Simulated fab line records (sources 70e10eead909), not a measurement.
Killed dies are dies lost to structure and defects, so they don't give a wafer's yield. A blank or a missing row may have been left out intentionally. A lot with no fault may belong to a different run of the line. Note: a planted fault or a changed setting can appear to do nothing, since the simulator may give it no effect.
Chamber matching || flow nand harc || NHARC_A_CHANNEL_FILL_D2_ALD_16 on ald hk-03 has 4 sister chambers
The step deposits SiO2, target thk 1.5 nm, pulse time 10 s, ald cycles 15. 8 wafers are shown with their chamber, then 9 later ones without.

WAFERS PAIRED WITH THEIR CHAMBERS
{"wafer": "L458.3", "chamber": 1, "heater power w (W)": 464, "precursor pulse height rel": 1.019}
{"wafer": "L459.1", "chamber": 0, "heater power w (W)": 416, "precursor pulse height rel": 0.987}
{"wafer": "L459.5", "chamber": 0, "heater power w (W)": 415, "precursor pulse height rel": 0.971}
{"wafer": "L460.4", "chamber": 3, "heater power w (W)": 456, "precursor pulse height rel": 0.991}
{"wafer": "L460.5", "chamber": 2, "heater power w (W)": 375, "precursor pulse height rel": 0.981}
{"wafer": "L466.3", "chamber": 3, "heater power w (W)": 461, "precursor pulse height rel": 0.972}
{"wafer": "L466.4", "chamber": 1, "heater power w (W)": 449, "precursor pulse height rel": 0.987}
{"wafer": "L466.5", "chamber": 2, "heater power w (W)": 365, "precursor pulse height rel": 1.030}

WAFERS MISSING THEIR CHAMBER
{"wafer": "L470.1", "heater power w (W)": 457, "precursor pulse height rel": 1.013}
{"wafer": "L470.3", "heater power w (W)": 404, "precursor pulse height rel": 1.000}
{"wafer": "L470.5", "heater power w (W)": 446, "precursor pulse height rel": 0.958}
{"wafer": "L471.4", "heater power w (W)": 447, "precursor pulse height rel": 1.031}
{"wafer": "L471.5", "heater power w (W)": 451, "precursor pulse height rel": 0.993}
{"wafer": "L471.6", "heater power w (W)": 365, "precursor pulse height rel": 0.972}
{"wafer": "L475.2", "heater power w (W)": 444, "precursor pulse height rel": 0.958}
{"wafer": "L475.3", "heater power w (W)": 462, "precursor pulse height rel": 1.019}
{"wafer": "L475.5", "heater power w (W)": 446, "precursor pulse height rel": 0.981}

THE CHAMBER EACH PASSED THROUGH
{"wafer": "L470.1", "from the rows above": "can't be placed: 1 or 3", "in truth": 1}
{"wafer": "L470.3", "from the rows above": 0, "in truth": 0}
{"wafer": "L470.5", "from the rows above": "can't be placed: 3 or 1", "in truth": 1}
{"wafer": "L471.4", "from the rows above": "can't be placed: 1 or 3", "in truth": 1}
{"wafer": "L471.5", "from the rows above": "can't be placed: 1 or 3", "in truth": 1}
{"wafer": "L471.6", "from the rows above": 2, "in truth": 2}
{"wafer": "L475.2", "from the rows above": "can't be placed: 3 or 1 or 0", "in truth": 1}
{"wafer": "L475.3", "from the rows above": "can't be placed: 1 or 3", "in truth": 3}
{"wafer": "L475.5", "from the rows above": "can't be placed: 1 or 3", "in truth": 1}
Correctly placed: 2 of 9. Unplaceable from these rows: 7, with the true chamber sitting among the candidates in 7. Number placed wrongly: 0.
How it was worked out, from the rows above alone: a wafer's distance from a chamber is the root of the sum, over the readings, of the square of ((its reading less the chamber's mean) divided by the reading's scatter). If the next closest chamber is less than 2 further off than the closest, the wafer can't be placed; otherwise it belongs to the closest. The mean given for a chamber averages the wafers shown for that chamber. How the scatter is found: for the shown wafers, subtract from each reading the mean of its chamber, square and add these, divide the total by (wafers less chambers), then take the root.
